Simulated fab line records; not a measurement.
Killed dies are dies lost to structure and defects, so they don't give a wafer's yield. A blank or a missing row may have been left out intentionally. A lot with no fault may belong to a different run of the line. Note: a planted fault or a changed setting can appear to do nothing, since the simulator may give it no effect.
fab line records	flow nand-harc
record lots=13	wafers=39	last-day=24
route steps=1159 shown P_STI@109 P_GATE@143 END@1159
lots that met no fault: taken from a fault-free run of the same line
start-h: hours from the record's first day to the start of the lot's first wafer shown	wait-h: hours from the lot's prior step to this one	" identical to the entry in the row above	L1.1+2: several wafers, shown together as one row	- either no value or no given start	* or withheld: withheld	< > ~ a bound
route shown NAME@n: a module of which the file shows steps, and the number in the route of the first	usual: mean and standard deviation over wafers with no fault	same: alike in all rows	chamber/n: place in a boat	sites: the reading at each site	_std_site: the values' standard deviation	_edge_site: mean of outer sites minus mean of inner sites	radius-mm: for every site, how far away it sits from the centre of the wafer	mask NAME#n: copy n	behind: tool/chamber where the wafer was last shaped	hold: what put the lot on hold/how long, in hours/how the hold closed	device: transistor that didn't switch, given as n, p or np	end of line: at the end of the route, the tests of the same wafers	where a step has no rows: the recipe by itself	killed: dies lost to structure and defects at the first sort, not the wafer's yield	map: the dies of a wafer, with x for killed, . for not killed, _ for no die there
set.NAME: the run value of the setting; set.NAME@STEP: its run value at that earlier step	model.NAME: the simulator's own value behind a step, which no gauge read
route steps across a sampled set of lots; one table per step, one row per wafer
services: from which hour (start-h, from the record's first day; less than 0 if before it) a tool's chamber was out of use, for how many hours, and why
## steps
# step NHARC_P_STI_INSPECT_25
# usual raw-defect-count=209/76
lot.wafer	tool	chamber	start-h	wait-h	raw-defect-count
L281.1	defect-inspect-01	-	92.13	0.4	146
L281.2	"	-	"	"	96
L281.6	"	-	"	"	109
L278.2	defect-inspect-02	-	92.13	0.4	344
L278.4	"	-	"	"	256
L278.6	"	-	"	"	199
L282.2	defect-inspect-01	-	100.10	0.4	214
L282.4	"	-	"	"	320
L282.6	"	-	"	"	325
L283.1	defect-inspect-02	-	107.52	0.4	90
L283.2	"	-	"	"	137
L283.6	"	-	"	"	110
L285.1	defect-inspect-01	-	115.42	0.4	192
L285.3	"	-	"	"	231
L285.6	"	-	"	"	281
L288.1	defect-inspect-01	-	143.09	0.4	169
L288.3	"	-	"	"	466
L288.5	"	-	"	"	179
L290.4	defect-inspect-02	-	143.09	0.4	254
L290.5	"	-	"	"	229
L290.6	"	-	"	"	179
L291.3	defect-inspect-01	-	151.42	0.4	158
L291.4	"	-	"	"	161
L291.6	"	-	"	"	275
L293.1	defect-inspect-02	-	162.80	0.4	124
L293.2	"	-	"	"	166
L293.3	"	-	"	"	172
L295.1	defect-inspect-01	-	176.59	0.4	223
L295.3	"	-	"	"	125
L295.4	"	-	"	"	334
L296.2	defect-inspect-02	-	176.59	0.4	214
L296.4	"	-	"	"	161
L296.6	"	-	"	"	203
L297.1	defect-inspect-02	-	183.28	0.4	179
L297.2	"	-	"	"	195
L297.5	"	-	"	"	162
L298.2	defect-inspect-02	-	190.82	0.4	291
L298.4	"	-	"	"	301
L298.6	"	-	"	"	220
# step NHARC_P_GATE_INSPECT_28
# usual raw-defect-count=6.1/3
lot.wafer	tool	chamber	start-h	wait-h	raw-defect-count
L281.1	defect-inspect-02	-	114.21	0.0	3
L281.2	"	-	"	"	7
L281.6	"	-	"	"	6
L278.2	defect-inspect-01	-	114.43	0.0	7
L278.4	"	-	"	"	3
L278.6	"	-	"	"	9
L282.2	defect-inspect-01	-	123.00	0.0	3
L282.4	"	-	"	"	5
L282.6	"	-	"	"	5
L283.1	defect-inspect-02	-	131.94	0.0	7
L283.2	"	-	"	"	9
L283.6	"	-	"	"	7
L285.1	defect-inspect-02	-	137.75	0.0	9
L285.3	"	-	"	"	5
L285.6	"	-	"	"	9
L290.4	defect-inspect-01	-	165.24	0.0	10
L290.5	"	-	"	"	8
L290.6	"	-	"	"	5
L288.1	defect-inspect-02	-	166.57	0.0	6
L288.3	"	-	"	"	5
L288.5	"	-	"	"	4
L291.3	defect-inspect-01	-	174.27	0.0	8
L291.4	"	-	"	"	5
L291.6	"	-	"	"	7
L293.1	defect-inspect-01	-	186.59	0.0	8
L293.2	"	-	"	"	11
L293.3	"	-	"	"	5
L296.2	defect-inspect-01	-	200.15	0.0	4
L296.4	"	-	"	"	11
L296.6	"	-	"	"	2
L295.1	defect-inspect-01	-	200.81	0.0	7
L295.3	"	-	"	"	11
L295.4	"	-	"	"	4
L297.1	defect-inspect-02	-	205.76	0.0	3
L297.2	"	-	"	"	5
L297.5	"	-	"	"	8
L298.2	defect-inspect-01	-	214.55	0.0	7
L298.4	"	-	"	"	5
L298.6	"	-	"	"	4
# step NHARC_P_GATE_ETCH_32
# recipe target-depth-a=1500	over-etch-frac=1	over-etch-ion-energy-ev=40	time-s=100.1	hbr-flow-sccm=150	cl2-flow-sccm=50	rf-w=400	icp-w=400	bias-w=100	chemistry=HBr/Cl2
# usual drypump-motor-current-A=5.9/0.35	oes-product-au=1.001/0.0094	throttle-valve-pct=26.406/0.01
lot.wafer	tool	chamber	start-h	wait-h	drypump-motor-current-A	oes-product-au	rf-hours-counter-h	throttle-valve-pct
L281.2	rie-si-03	2	114.91	-	6.1	0.988	1.4	26.403
L281.1	"	3	"	"	6.5	1.000	1.3	26.409
L281.6	"	1	"	"	6.0	0.999	-	26.419
L278.4	rie-si-04	0	115.06	-	5.5	1.005	0.0	26.399
L278.2	"	1	"	"	5.5	1.015	0.1	26.403
L278.6	"	2	"	"	5.8	1.028	-	26.390
L282.2	rie-si-03	3	123.55	-	6.5	0.988	1.4	26.421
L282.4	"	0	"	"	6.0	0.997	1.2	26.409
L282.6	"	3	"	"	6.5	0.991	-	26.386
L283.2	rie-si-02	1	132.55	-	5.5	1.003	0.9	26.414
L283.1	"	3	"	"	6.5	1.010	0.9	26.412
L283.6	"	1	"	"	5.5	1.010	-	26.391
L285.1	rie-si-02	2	138.29	-	6.1	0.987	1.0	26.407
L285.3	"	0	"	"	5.6	0.997	0.7	26.410
L285.6	"	1	"	"	5.5	1.001	-	26.397
L290.5	rie-si-02	3	165.86	-	6.5	1.005	-	26.420
L290.4	"	0	"	"	5.6	1.000	-	26.414
L290.6	"	2	"	"	6.1	0.995	-	26.402
L288.3	rie-si-02	0	167.25	-	5.6	0.998	1.0	26.418
L288.1	"	2	"	"	6.1	0.993	1.4	26.412
L288.5	"	3	"	"	6.5	1.002	-	26.407
L291.4	rie-si-02	2	174.81	-	6.1	0.989	1.5	26.424
L291.3	"	1	"	"	5.5	1.009	1.3	26.406
L291.6	"	2	"	"	6.1	1.000	-	26.419
L293.3	rie-si-03	1	187.12	-	6.0	1.002	0.3	26.418
L293.2	"	3	"	"	6.5	0.987	0.2	26.399
L293.1	"	0	"	"	6.0	0.995	0.3	26.404
L296.2	rie-si-04	1	200.76	-	5.5	0.987	0.7	26.398
L296.4	"	2	"	"	5.7	1.024	0.7	26.418
L296.6	"	3	"	"	5.7	1.001	-	26.400
L295.4	rie-si-02	2	201.34	-	6.1	0.999	1.8	26.406
L295.1	"	0	"	"	5.6	0.991	1.4	26.408
L295.3	"	1	"	"	5.6	0.994	1.5	26.393
L297.2	rie-si-02	3	206.95	-	6.5	1.012	1.8	26.399
L297.1	"	1	"	"	5.5	1.015	1.6	26.413
L297.5	"	2	"	"	6.1	0.992	-	26.406
L298.4	rie-si-03	2	215.21	-	6.2	0.991	0.5	26.415
L298.2	"	3	"	"	6.5	0.997	0.4	26.420
L298.6	"	0	"	"	6.0	0.998	-	26.415
# step NHARC_P_GATE_ALD_36
# recipe target-thk-a=200	pulse-time-s=60	ald-cycles=223	temp-c=400	material=SiNx
# usual ald-cycles=223/0	heater-power-outer-w=531/58	heater-power-w=878/81	precursor-pulse-height-rel=1.000/0.019	pulse-time-s=60/0
lot.wafer	tool	chamber	start-h	wait-h	ald-cycles	heater-power-outer-w	heater-power-w	precursor-pulse-height-rel	pulse-time-s
L281.2	ald-sin-01	0	115.69	-	223	572	915	0.990	60
L281.1	"	2	117.77	-	223	517	918	0.973	60
L281.6	"	0	119.86	-	223	574	896	1.002	60
L278.4	ald-sin-04	0	115.89	-	223	512	804	0.991	60
L278.2	"	2	118.00	-	223	545	915	0.982	60
L278.6	"	1	121.15	-	223	563	871	1.017	60
L282.4	ald-sin-02	3	124.34	-	223	467	800	1.008	60
L282.2	"	0	125.39	-	223	594	969	0.993	60
L282.6	"	0	129.60	-	223	578	962	1.008	60
L283.2	ald-sin-01	3	134.44	-	223	471	822	0.978	60
L283.1	"	0	135.51	-	223	558	926	1.027	60
L283.6	"	3	138.72	-	223	460	797	1.025	60
L285.1	ald-sin-02	1	139.07	-	223	534	821	0.979	60
L285.3	"	2	140.12	-	223	502	903	1.029	60
L285.6	"	1	143.27	-	223	523	834	0.997	60
L290.4	ald-sin-04	0	169.84	-	223	518	791	0.991	60
L290.5	"	1	170.91	-	223	570	864	0.990	60
L290.6	"	2	171.99	-	223	555	897	1.039	60
L288.1	ald-sin-04	0	173.06	-	-	-	-	-	-
L288.3	"	3	176.22	-	-	-	-	-	-
L288.5	"	0	177.27	-	-	-	-	-	-
L291.3	ald-sin-02	1	175.62	-	-	-	-	-	-
L291.4	"	3	177.71	-	-	-	-	-	-
L291.6	"	1	179.81	-	-	-	-	-	-
L293.3	ald-sin-04	2	189.07	-	223	526	924	1.000	60
L293.1	"	3	190.14	-	223	501	802	0.996	60
L293.2	"	0	191.20	-	223	518	804	0.976	60
L296.4	ald-sin-01	0	201.52	-	223	564	898	1.003	60
L296.2	"	3	204.71	-	223	447	780	1.011	60
L296.6	"	1	206.83	-	223	684	1057	1.003	60
L295.4	ald-sin-02	3	202.16	-	223	464	809	0.990	60
L295.1	"	1	204.24	-	223	529	837	1.010	60
L295.3	"	2	205.28	-	223	525	896	1.000	60
L297.2	ald-sin-04	2	207.73	-	223	545	939	0.987	60
L297.1	"	3	208.77	-	223	499	792	1.000	60
L297.5	"	2	211.90	-	223	531	928	0.994	60
L298.2	ald-sin-02	0	215.97	-	223	583	989	0.993	60
L298.4	"	3	219.14	-	223	463	779	0.986	60
L298.6	"	0	220.20	-	223	587	994	1.006	60
# step NHARC_END_SORT_01
# recipe temp-c=25
# usual killed-at-array=29/9.4	killed-at-other=0.7/1.3	killed-at-periphery=2.9/2.1	killed-dies=32/9	killed-open=3.3/1.8	killed-short=1.9/1.4
# same gross-dies=677
lot.wafer	tool	chamber	start-h	wait-h	killed-at-array	killed-at-other	killed-at-periphery	killed-dies	killed-open	killed-short
L281.1	prober-02	0	479.22	2.5	37	0	2	39	3	1
L281.2	prober-02	0	480.01	2.8	33	1	1	35	4	1
L281.6	prober-02	0	483.16	3.9	30	1	1	32	4	1
L278.2	prober-01	0	480.20	2.8	24	1	4	29	0	1
L278.4	prober-01	0	481.80	3.4	24	0	4	28	4	3
L278.6	prober-01	0	483.41	4.0	26	0	4	30	5	0
L285.1	prober-02	0	495.48	2.5	27	1	4	32	4	4
L285.3	prober-02	0	497.06	3.1	23	0	6	29	4	4
L285.6	prober-02	0	499.43	3.9	34	0	1	35	2	1
L282.2	prober-01	0	496.29	2.8	19	1	1	21	2	2
L282.4	prober-01	0	497.89	3.4	11	0	1	12	1	2
L282.6	prober-01	0	499.49	4.0	22	2	1	25	3	2
L283.1	prober-02	0	503.22	2.5	18	2	6	26	4	5
L283.2	prober-02	0	504.03	2.8	22	0	6	28	7	4
L283.6	prober-02	0	507.27	4.0	14	3	7	24	3	1
L288.1	prober-02	0	519.52	2.4	40	0	637	677	4	2
L288.3	prober-02	0	521.12	3.1	40	0	637	677	2	1
L288.5	prober-02	0	522.72	3.7	40	0	637	677	5	1
L290.4	prober-01	0	521.19	3.4	21	1	7	29	3	2
L290.5	prober-01	0	522.00	3.7	29	2	5	36	7	1
L290.6	prober-01	0	522.80	4.0	15	1	4	20	4	0
L296.2	prober-01	0	548.76	2.8	29	0	1	30	4	3
L296.4	prober-01	0	550.36	3.4	30	2	3	35	8	0
L296.6	prober-01	0	551.97	4.0	30	1	2	33	6	2
L293.1	prober-01	0	555.81	2.5	26	2	6	34	1	4
L293.2	prober-01	0	556.61	2.8	33	0	3	36	8	3
L293.3	prober-01	0	557.42	3.1	25	1	0	26	0	2
L291.3	prober-02	0	557.34	3.1	37	0	640	677	2	3
L291.4	prober-02	0	558.14	3.4	40	0	637	677	0	1
L291.6	prober-02	0	559.73	4.0	48	2	627	677	4	1
L295.1	prober-02	0	563.51	2.5	34	0	2	36	2	2
L295.3	prober-02	0	565.09	3.1	41	0	2	43	3	3
L295.4	prober-02	0	565.89	3.4	37	1	2	40	2	2
L297.1	prober-02	0	571.31	2.5	28	0	1	29	5	2
L297.2	prober-02	0	572.11	2.8	31	0	5	36	6	1
L297.5	prober-02	0	574.51	3.7	36	0	3	39	6	1
L298.2	prober-01	0	572.24	2.8	47	0	2	49	2	1
L298.4	prober-01	0	573.84	3.4	42	0	5	47	7	1
L298.6	prober-01	0	575.45	4.0	47	0	2	49	3	3
# killed by level:class
L281.1 A_SLIT:chamber-film-flake=12 A_CHANNEL_HOLE_D1:chamber-film-flake=6 A_STAIRCASE:chamber-film-flake=5 A_CONTACT:chamber-film-flake=5 A_ZERO_WELL:chamber-film-flake=4 P_M0:geometric-particle:open=1 A_CHANNEL_FILL_D1:geometric-particle:open=1 A_M0:chamber-film-flake=1
L281.2 A_SLIT:chamber-film-flake=11 A_CONTACT:chamber-film-flake=5 A_CHANNEL_HOLE_D1:chamber-film-flake=4 A_STAIRCASE:chamber-film-flake=4 A_CHANNEL_FILL_D1:geometric-particle:open=2 A_WL_FILL:chamber-film-flake=2 A_M0:chamber-film-flake=2 P_M0:geometric-particle:short=1
L278.2 A_SLIT:chamber-film-flake=15 A_CONTACT:chamber-film-flake=4 P_GATE:chamber-film-flake=3 A_CHANNEL_HOLE_D1:chamber-film-flake=2 A_STAIRCASE:chamber-film-flake=2 A_ONON_D1:geometric-particle:short=1 P_ZERO_WELL:chamber-film-flake=1 HYBRID_BOND:latent=1
L278.4 A_SLIT:chamber-film-flake=8 A_CHANNEL_HOLE_D1:chamber-film-flake=4 A_CONTACT:chamber-film-flake=4 A_STAIRCASE:chamber-film-flake=2 P_CONTACT:geometric-particle:open=1 P_M0:geometric-particle:short=1 P_M2:geometric-particle:open=1 A_CHANNEL_HOLE_D1:geometric-particle:short=1
L281.6 A_STAIRCASE:chamber-film-flake=10 A_SLIT:chamber-film-flake=6 A_CONTACT:chamber-film-flake=4 A_WL_FILL:chamber-film-flake=3 A_WL_FILL:geometric-particle:open=2 A_CHANNEL_HOLE_D1:chamber-film-flake=2 P_GATE:geometric-particle:open=1 A_WL_FILL:geometric-particle:short=1
L278.6 A_SLIT:chamber-film-flake=10 A_STAIRCASE:chamber-film-flake=4 A_CONTACT:chamber-film-flake=3 A_CHANNEL_HOLE_D1:chamber-film-flake=2 A_CHANNEL_FILL_D1:chamber-film-flake=2 A_SGD_CUT:chamber-film-flake=2 P_CONTACT:geometric-particle:open=1 P_M0:geometric-particle:open=1
L285.1 A_CHANNEL_HOLE_D1:chamber-film-flake=14 A_STAIRCASE:chamber-film-flake=4 P_ZERO_WELL:chamber-film-flake=2 A_CONTACT:chamber-film-flake=2 P_M0:geometric-particle:open=1 P_M0:geometric-particle:short=1 A_SGD_CUT:geometric-particle:short=1 A_CONTACT:geometric-particle:open=1
L282.2 A_CHANNEL_HOLE_D1:chamber-film-flake=7 A_STAIRCASE:chamber-film-flake=4 A_CONTACT:chamber-film-flake=3 P_M2:geometric-particle:open=1 A_ONON_D1:geometric-particle:short=1 A_CHANNEL_FILL_D1:geometric-particle:short=1 A_CONTACT:geometric-particle:open=1 A_SLIT:chamber-film-flake=1
L285.3 A_CHANNEL_HOLE_D1:chamber-film-flake=11 A_CONTACT:chamber-film-flake=5 A_STAIRCASE:chamber-film-flake=3 P_M0:geometric-particle:open=2 P_GATE:geometric-particle:short=1 P_CONTACT:geometric-particle:open=1 P_M0:geometric-particle:short=1 A_CONTACT:geometric-particle:short=1
L282.4 A_CHANNEL_HOLE_D1:chamber-film-flake=3 A_SGD_CUT:chamber-film-flake=2 A_CONTACT:chamber-film-flake=2 A_ONON_D1:geometric-particle:short=1 A_WL_FILL:geometric-particle:open=1 A_WL_FILL:geometric-particle:short=1 P_ZERO_WELL:chamber-film-flake=1 A_STAIRCASE:chamber-film-flake=1
L285.6 A_CHANNEL_HOLE_D1:chamber-film-flake=23 A_STAIRCASE:chamber-film-flake=6 A_CONTACT:chamber-film-flake=3 P_CONTACT:geometric-particle:open=1 A_CONTACT:geometric-particle:short=1 A_BLC:geometric-particle:open=1
L282.6 A_CHANNEL_HOLE_D1:chamber-film-flake=7 A_SGD_CUT:chamber-film-flake=3 A_CONTACT:chamber-film-flake=3 A_M0:geometric-particle:open=2 A_STAIRCASE:chamber-film-flake=2 A_WL_FILL:chamber-film-flake=2 THIN_TSV:chamber-film-flake=2 A_ONON_D1:geometric-particle:short=1
L283.1 A_CHANNEL_HOLE_D1:chamber-film-flake=4 A_CONTACT:chamber-film-flake=3 A_CONTACT:geometric-particle:open=2 P_STI:chamber-film-flake=2 P_CONTACT:chamber-film-flake=2 A_ZERO_WELL:chamber-film-flake=2 P_GATE:geometric-particle:open=1 A_CHANNEL_FILL_D1:geometric-particle:open=1
L283.2 A_CONTACT:chamber-film-flake=6 A_CHANNEL_HOLE_D1:chamber-film-flake=4 A_CHANNEL_FILL_D1:geometric-particle:open=3 A_STAIRCASE:chamber-film-flake=3 A_CONTACT:geometric-particle:short=2 P_ZERO_WELL:chamber-film-flake=2 P_STI:chamber-film-flake=2 P_M1:geometric-particle:open=1
L283.6 A_ZERO_WELL:chamber-film-flake=4 P_STI:chamber-film-flake=3 P_M1:chamber-film-flake=3 A_CONTACT:chamber-film-flake=3 A_STAIRCASE:chamber-film-flake=3 THIN_TSV:chamber-film-flake=2 A_WL_FILL:geometric-particle:short=1 A_CONTACT:geometric-particle:open=1
L288.1 P_GATE:area-ald=636 A_CHANNEL_HOLE_D1:chamber-film-flake=15 A_SLIT:chamber-film-flake=15 A_CHANNEL_FILL_D1:chamber-film-flake=3 A_CHANNEL_FILL_D1:geometric-particle:open=2 A_WL_FILL:chamber-film-flake=2 P_GATE:geometric-particle:open=1 A_CHANNEL_FILL_D1:geometric-particle:short=1
L288.3 P_GATE:area-ald=636 A_CHANNEL_HOLE_D1:chamber-film-flake=18 A_SLIT:chamber-film-flake=16 A_WL_FILL:chamber-film-flake=2 P_M2:geometric-particle:short=1 A_ONON_D1:geometric-particle:open=1 A_CHANNEL_FILL_D1:geometric-particle:open=1 A_CHANNEL_FILL_D1:chamber-film-flake=1
L290.4 A_CHANNEL_HOLE_D1:chamber-film-flake=9 A_CONTACT:chamber-film-flake=4 P_M1:chamber-film-flake=3 A_M1:chamber-film-flake=3 P_BONDPAD:chamber-film-flake=2 A_STAIRCASE:chamber-film-flake=2 P_GATE:geometric-particle:open=1 P_M0:geometric-particle:open=1
L290.5 A_M1:chamber-film-flake=8 A_CONTACT:chamber-film-flake=7 A_CHANNEL_HOLE_D1:chamber-film-flake=6 A_M0:geometric-particle:open=2 P_BONDPAD:chamber-film-flake=2 THIN_TSV:chamber-film-flake=2 P_CONTACT:geometric-particle:open=1 P_M1:geometric-particle:open=1
L288.5 P_GATE:area-ald=637 A_CHANNEL_HOLE_D1:chamber-film-flake=14 A_SLIT:chamber-film-flake=12 A_CONTACT:chamber-film-flake=3 A_CHANNEL_FILL_D1:geometric-particle:open=2 A_CHANNEL_FILL_D1:chamber-film-flake=2 A_STAIRCASE:chamber-film-flake=2 A_ONON_D1:geometric-particle:open=1
L290.6 A_CHANNEL_HOLE_D1:chamber-film-flake=6 P_BONDPAD:chamber-film-flake=3 A_M1:chamber-film-flake=3 A_CONTACT:geometric-particle:open=2 A_STAIRCASE:chamber-film-flake=2 P_M0:geometric-particle:open=1 A_ONON_D1:geometric-particle:open=1 A_CONTACT:chamber-film-flake=1
L296.2 A_CHANNEL_HOLE_D1:chamber-film-flake=20 A_SGD_CUT:geometric-particle:short=2 P_M0:geometric-particle:open=1 A_ONON_D1:geometric-particle:open=1 A_CHANNEL_FILL_D1:geometric-particle:open=1 A_WL_FILL:geometric-particle:open=1 A_CONTACT:geometric-particle:short=1 A_CHANNEL_FILL_D1:chamber-film-flake=1
L296.4 A_CHANNEL_HOLE_D1:chamber-film-flake=19 A_CONTACT:geometric-particle:open=3 A_M0:geometric-particle:open=3 A_STAIRCASE:chamber-film-flake=2 THIN_TSV:chamber-film-flake=2 P_M0:geometric-particle:open=1 A_WL_FILL:geometric-particle:open=1 P_STI:chamber-film-flake=1
L296.6 A_CHANNEL_HOLE_D1:chamber-film-flake=19 A_ONON_D1:geometric-particle:open=2 A_CHANNEL_FILL_D1:chamber-film-flake=2 A_CHANNEL_FILL_D1:geometric-particle:short=1 A_STAIRCASE:geometric-particle:open=1 A_WL_FILL:geometric-particle:short=1 A_WL_FILL:geometric-particle:open=1 A_CONTACT:geometric-particle:open=1
L293.1 A_SLIT:chamber-film-flake=15 A_CHANNEL_HOLE_D1:chamber-film-flake=7 P_ZERO_WELL:chamber-film-flake=2 THIN_TSV:chamber-film-flake=2 P_M0:geometric-particle:short=1 P_M1:geometric-particle:short=1 P_M2:geometric-particle:short=1 A_ONON_D1:geometric-particle:short=1
L293.2 A_SLIT:chamber-film-flake=16 A_CHANNEL_HOLE_D1:chamber-film-flake=7 A_BLC:geometric-particle:open=2 A_M0:geometric-particle:open=2 P_CONTACT:geometric-particle:open=1 P_M1:geometric-particle:open=1 A_ONON_D1:geometric-particle:short=1 A_CHANNEL_HOLE_D1:geometric-particle:short=1
L291.3 P_GATE:area-ald=637 A_CHANNEL_HOLE_D1:chamber-film-flake=16 A_SLIT:chamber-film-flake=13 A_CONTACT:chamber-film-flake=5 P_CONTACT:geometric-particle:open=1 P_M0:geometric-particle:open=1 P_M2:geometric-particle:short=1 A_CHANNEL_FILL_D1:geometric-particle:short=1
L293.3 A_SLIT:chamber-film-flake=16 A_CHANNEL_HOLE_D1:chamber-film-flake=6 A_CONTACT:chamber-film-flake=2 A_ONON_D1:geometric-particle:short=1 STARTING-WAFER:geometric-particle:short=1
L291.4 P_GATE:area-ald=637 A_SLIT:chamber-film-flake=21 A_CHANNEL_HOLE_D1:chamber-film-flake=14 A_CONTACT:chamber-film-flake=3 A_SGD_CUT:geometric-particle:short=1 A_BLC:chamber-film-flake=1
L291.6 P_GATE:area-ald=626 A_SLIT:chamber-film-flake=20 A_CHANNEL_HOLE_D1:chamber-film-flake=17 A_CONTACT:chamber-film-flake=4 A_CONTACT:geometric-particle:open=2 THIN_TSV:chamber-film-flake=2 A_CHANNEL_FILL_D1:geometric-particle:open=1 A_CONTACT:geometric-particle:short=1
L295.1 A_SLIT:chamber-film-flake=19 A_CHANNEL_HOLE_D1:chamber-film-flake=7 A_CONTACT:chamber-film-flake=3 A_BLC:chamber-film-flake=2 P_CONTACT:geometric-particle:open=1 P_M0:geometric-particle:short=1 A_WL_FILL:geometric-particle:short=1 A_BONDPAD:geometric-particle:open=1
L295.3 A_SLIT:chamber-film-flake=20 A_CHANNEL_HOLE_D1:chamber-film-flake=10 A_CONTACT:chamber-film-flake=6 A_WL_FILL:geometric-particle:short=2 P_M1:geometric-particle:open=1 A_SGD_CUT:geometric-particle:open=1 A_CONTACT:geometric-particle:open=1 A_M0:geometric-particle:short=1
L295.4 A_SLIT:chamber-film-flake=15 A_CHANNEL_HOLE_D1:chamber-film-flake=10 A_CONTACT:chamber-film-flake=6 P_GATE:chamber-film-flake=2 A_STAIRCASE:chamber-film-flake=2 A_CHANNEL_FILL_D1:geometric-particle:open=1 A_SGD_CUT:geometric-particle:short=1 A_CONTACT:geometric-particle:open=1
L297.1 A_CHANNEL_HOLE_D1:chamber-film-flake=19 A_WL_FILL:geometric-particle:short=2 A_CONTACT:geometric-particle:open=2 P_STI:geometric-particle:open=1 A_SOURCE_PLATE:geometric-particle:open=1 A_M0:geometric-particle:open=1 A_ZERO_WELL:chamber-film-flake=1 A_STAIRCASE:chamber-film-flake=1
L297.2 A_CHANNEL_HOLE_D1:chamber-film-flake=22 A_CHANNEL_FILL_D1:geometric-particle:open=2 A_SLIT:chamber-film-flake=2 A_CONTACT:chamber-film-flake=2 P_GATE:geometric-particle:open=1 P_CONTACT:geometric-particle:open=1 P_M0:geometric-particle:open=1 A_WL_FILL:geometric-particle:short=1
L298.2 A_CHANNEL_HOLE_D1:chamber-film-flake=22 A_SLIT:chamber-film-flake=21 A_ONON_D1:geometric-particle:short=1 A_CHANNEL_FILL_D1:geometric-particle:open=1 A_M0:geometric-particle:open=1 P_ZERO_WELL:chamber-film-flake=1 P_STI:chamber-film-flake=1 A_STAIRCASE:chamber-film-flake=1
L298.4 A_CHANNEL_HOLE_D1:chamber-film-flake=20 A_SLIT:chamber-film-flake=16 A_CONTACT:geometric-particle:open=2 P_STI:geometric-particle:open=1 P_M0:geometric-particle:open=1 P_M2:geometric-particle:open=1 A_CHANNEL_FILL_D1:geometric-particle:short=1 A_M0:geometric-particle:open=1
L297.5 A_CHANNEL_HOLE_D1:chamber-film-flake=23 A_CONTACT:chamber-film-flake=3 A_ONON_D1:geometric-particle:open=2 A_CONTACT:geometric-particle:open=2 P_STI:chamber-film-flake=2 A_STAIRCASE:chamber-film-flake=2 A_WL_FILL:chamber-film-flake=2 P_M0:geometric-particle:open=1
L298.6 A_CHANNEL_HOLE_D1:chamber-film-flake=22 A_SLIT:chamber-film-flake=17 A_WL_FILL:geometric-particle:short=2 A_CONTACT:geometric-particle:open=2 A_STAIRCASE:chamber-film-flake=2 A_ONON_D1:geometric-particle:open=1 A_SGD_CUT:geometric-particle:short=1 P_STI:chamber-film-flake=1
## services
tool	chamber	start-h	hours	kind
rie-si-02	-	95.19	7.2	repair
rie-si-04	-	99.00	9.0	pm
ald-sin-02	0	146.93	9.0	repair
rie-si-03	-	155.00	9.0	pm
rie-si-03	0	155.00	9.0	vent-cycle
rie-si-03	1	155.00	9.0	vent-cycle
rie-si-03	2	155.00	9.0	vent-cycle
rie-si-02	1	158.72	12.0	repair
ald-sin-01	3	161.29	5.1	repair
rie-si-03	-	188.42	0.1	repair
ald-sin-04	3	194.47	10.0	vent-cycle
ald-sin-04	0	204.47	-	clean
ald-sin-04	1	204.47	-	clean
ald-sin-04	2	204.47	-	clean
ald-sin-04	3	204.47	-	clean
rie-si-02	-	211.00	9.0	pm
rie-si-02	0	211.00	9.0	vent-cycle
rie-si-02	1	211.00	9.0	vent-cycle
rie-si-02	2	211.00	9.0	vent-cycle
rie-si-02	3	211.00	9.0	vent-cycle
rie-si-02	0	220.00	-	clean
rie-si-02	1	220.00	-	clean
rie-si-02	2	220.00	-	clean
rie-si-02	3	220.00	-	clean
## key
first-sign step=NHARC_P_GATE_ALD_36	reading=tool-record	direction=missing
effect step=NHARC_END_SORT_01	reading=killed-at-periphery	direction=up	sigmas=99+	usual=2.9	struck=635.8
more-kills-born-at NHARC_P_GATE_ALD_36@ald-sin-04=1909	NHARC_P_GATE_ALD_36@ald-sin-02=1900
met-at NHARC_P_GATE_ALD_36
struck-lots L288,L291
later-rows-left-out L288.1,L288.3,L288.5,L291.3,L291.4,L291.6
tester-left-out L288,L291
not-acting-at NHARC_P_STI_INSPECT_25,NHARC_P_GATE_INSPECT_28,NHARC_P_GATE_ETCH_32
onset-between 169.84 173.06
fault kind=skipped-step-whole	tool=ald-sin-02,ald-sin-04	chamber=-	onset-h=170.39	steps=NHARC_P_GATE_ALD_36	scope=struck-lots-only
# tester-left-out: of these lots the tester's yield and bins aren't shown, on N5 and GAA mostly nor the transistor test; their killed dies are dies lost to structure and defects alone, not to doping, threshold or leakage, so they don't give the yield
# later-rows-left-out: the simulator's readings of these wafers behind a module that went badly wrong aren't trusted and aren't shown, but for the sort
